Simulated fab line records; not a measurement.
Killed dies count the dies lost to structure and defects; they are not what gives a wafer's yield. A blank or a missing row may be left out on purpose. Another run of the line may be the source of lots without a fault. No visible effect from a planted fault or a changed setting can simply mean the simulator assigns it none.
A struck lot beside a sound one -- flow n5-finfet -- 37 out of 1938 route steps
Sound: these wafers, L689.1, L689.2, L689.3. Struck: wafer L708.3. (L708.2 of the same lot was not struck and is left out.) The cause comes at the end.
For every step that has rows: the tool of each side, followed by ch and its chambers, followed by its first start. Under that, the readings that differ: sound wafers -- struck wafers -- difference of the means -- sigmas: that difference in standard deviations of wafers without a fault.
alike: a reading whose means differ by less than 2 such deviations, as well as words and numbers matching on both sides. not compared: withheld readings; readings where some wafer has no value; bounds like >300 that might hide an equal value; numbers whose values overlap and for which the record gives no deviation.
Wherever a step has rows on one side only, a row that says differs or no value, or a row with sigmas, the two part there. Non-overlapping numbers with no deviation appear without sigmas and do not part them. A reading that every wafer of one side lacks parts them only if that side has two wafers or more.

first, 9 steps without rows for these wafers: N5_WELL_APT_DESCUM_30 (chemistry O2, time 7.9 s); N5_WELL_APT_IMPLANT_31; N5_WELL_APT_IMPLANT_32; N5_WELL_APT_STRIP_33 (strips in SPM, time 900 s); N5_WELL_APT_RTA_34 (time 10 s); N5_WELL_APT_OXIDE_STRIP_42 (strips SiO2 in dHF, time 45 s, target depth 12 nm); N5_WELL_APT_PRECLEAN_36 (cleans in O3/DIW, time 45 s); N5_WELL_APT_PRECLEAN_39 (cleans in dHF, time 60 s); N5_WELL_APT_SRD_37 (time 30 s).
N5_WELL_APT_EPI_41: deposits Si from SiH4/H2, target thk 50 nm, time 297.7 s.
  sound on epi-rpcvd-03 ch 0, day 1 16:28; struck on epi-rpcvd-03 ch 0, day 6 10:49
reading,sound,struck,difference,sigmas
run-length-s (s),363 362 363,561,+198,+54
model.Si_of_WELL_APT_EPI_41.thk-nm (nm),50.13 49.71 49.84,81.69,+31.80,
  alike: lamp-inner-pct, susceptor_temp_C_max, throttle-valve-pct
then, 24 steps without rows for these wafers: N5_PMOS_HMC_CHANNEL_EPI_HM_DEP_34 (deposits SiO2 from TEOS/O2, target thk 36 nm, time 6.9 s); N5_PMOS_HMC_CHANNEL_EPI_COAT_31 (time 60 s, resist thk 66 nm); N5_PMOS_HMC_CHANNEL_EPI_COAT_03 (resist thk 205 nm); N5_PMOS_HMC_CHANNEL_EPI_EBR_05; N5_PMOS_HMC_CHANNEL_EPI_SOFTBAKE_04 (time 60 s); N5_PMOS_HMC_CHANNEL_EPI_EXPOSE_06 (exposes mask PMOS HMC BLK, target cd 240 nm); N5_PMOS_HMC_CHANNEL_EPI_PEB_07 (peb time 60 s); N5_PMOS_HMC_CHANNEL_EPI_DEVELOP_08 (develop time 30 s); N5_PMOS_HMC_CHANNEL_EPI_DESCUM_14 (chemistry O2, time 7.9 s); N5_PMOS_HMC_CHANNEL_EPI_ETCH_32 (etches BARC in N2/H2, stops on SiO2, target depth 85.8 nm, time 50.3 s); N5_PMOS_HMC_CHANNEL_EPI_HM_OPEN_15 (chemistry CHF3/O2, target SiO2, target depth 40.6 nm, time 20.3 s); N5_PMOS_HMC_CHANNEL_EPI_STRIP_33 (strips in N2/H2); N5_PMOS_HMC_CHANNEL_EPI_STRIP_17 (strips in SPM, time 750 s); N5_PMOS_HMC_CHANNEL_EPI_ETCH_38 (etches SiO2 in CF4, target depth 1.5 nm); N5_PMOS_HMC_CHANNEL_EPI_FIN_RECESS_16 (chemistry HBr/Cl2, target Si, target depth 54 nm, time 18 s); N5_PMOS_HMC_CHANNEL_EPI_PRECLEAN_36 (cleans in O3/DIW, time 45 s); N5_PMOS_HMC_CHANNEL_EPI_PRECLEAN_18 (cleans in DHF, time 30 s); N5_PMOS_HMC_CHANNEL_EPI_SRD_19 (time 30 s); N5_PMOS_HMC_CHANNEL_EPI_EPI_20 (deposits SiGe30, target thk 59 nm); N5_PMOS_HMC_CHANNEL_EPI_HM_STRIP_35 (strips SiO2 in dHF, material SiO2, target depth 39.6 nm, time 216 s); N5_PMOS_HMC_CHANNEL_EPI_SRD_39 (time 30 s); N5_PMOS_HMC_CHANNEL_EPI_CMP_21 (polishes SiGe30, target thk 54 nm); N5_PMOS_HMC_CHANNEL_EPI_PRECLEAN_40 (cleans in DHF, time 30 s); N5_PMOS_HMC_CHANNEL_EPI_PRECLEAN_37 (cleans in O3/DIW, time 45 s).
N5_SD_EPI_N_STRIP_18: strips in SPM, time 750 s.
  sound on wet-bench-01 ch 3,5,7, day 3 05:09; struck on wet-bench-05 ch 7, day 7 22:53
reading,sound,struck,difference,sigmas
model.Si_of_WELL_APT_EPI_41.thk-nm (nm),8.4 8.4 7.8,39.6,+31.4,
-- record jumps: 5 days separate the struck wafers' starts on either side; left off in module SD_EPI_N, taken up again in module BEOL_M4, whose first shown step is the route's number 1111 --
N5_BEOL_M4_RC_MEAS_101:
  sound on prober-02 ch 0, day 8 08:07; struck on prober-01 ch 0, day 13 08:48
reading,sound,struck,difference,sigmas
CJ_N,4.39 4.36 4.42,2.56,-1.83,-24
CJ_P,5.75 5.45 5.86,2.23,-3.46,-18
DIBL_N (mV/V),35.6 34.7 36.7,54.4,+18.7,+11
DIBL_P (mV/V),35.6 34.5 37.2,46.3,+10.5,+5
IOFF_N (nA/um),0.14 0.13 0.17,1.64,+1.49,+43
IOFF_N_85C (nA/um),2.8 2.6 3.2,22.0,+19.1,+33
IOFF_N_LIN (nA/um),0.066 0.061 0.076,0.144,+0.076,+6
IOFF_P (nA/um),0.18 0.16 0.20,0.65,+0.47,+13
IOFF_P_85C (nA/um),3.3 3.0 3.6,9.5,+6.2,+12
IOFF_P_LIN (nA/um),0.089 0.082 0.095,0.152,+0.063,+5
RS_NWELL (ohm/sq),1040 1045 1032,972,-67,-10
RS_PWELL (ohm/sq),3033 3073 3022,2357,-686,-29
SS_N (mV/dec),71.3 71.0 71.0,96.4,+25.3,+38
SS_P (mV/dec),72.6 72.1 72.8,80.9,+8.4,+13
VT_P (mV),-252 -253 -253,-245,+8,+2
  alike: ION_N, ION_P, VT_N
-- here the record skips 5 days between the struck wafers' starts before and after, leaving off in module BEOL_M4 and picking up in module PASSIVATION (first step shown: number 1936 of the route) --
N5_PASSIVATION_PROBE_49:
  struck on prober-02, day 17 22:49; sound on prober-01, day 12 07:02
reading,sound,struck,difference,sigmas
sort_bin_4_leakage (%),0 0 0,91.02,+91.02,+99 or more
sort-n-pass,1069 1058 1083,0,-1070,-71
sort-yield-pct (%),90.6 89.7 91.8,0,-91,-70
  alike: defect-limited-yield, killed_at_M0_to_M3, killed_at_M4_up, killed-at-contacts, killed-at-front-end, killed-at-other, killed-dies, killed-open, killed-short, sort_bin_5_function, sort_bin_6_memory, sort_bin_8_speed

== WHERE THEY PART ==
Earliest at N5_WELL_APT_EPI_41; latest, in this record, at N5_PASSIVATION_PROBE_49.

WHY: what the simulator had put in
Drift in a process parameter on epi-rpcvd-03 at N5_WELL_APT_EPI_41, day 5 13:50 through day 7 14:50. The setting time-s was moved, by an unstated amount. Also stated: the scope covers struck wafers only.
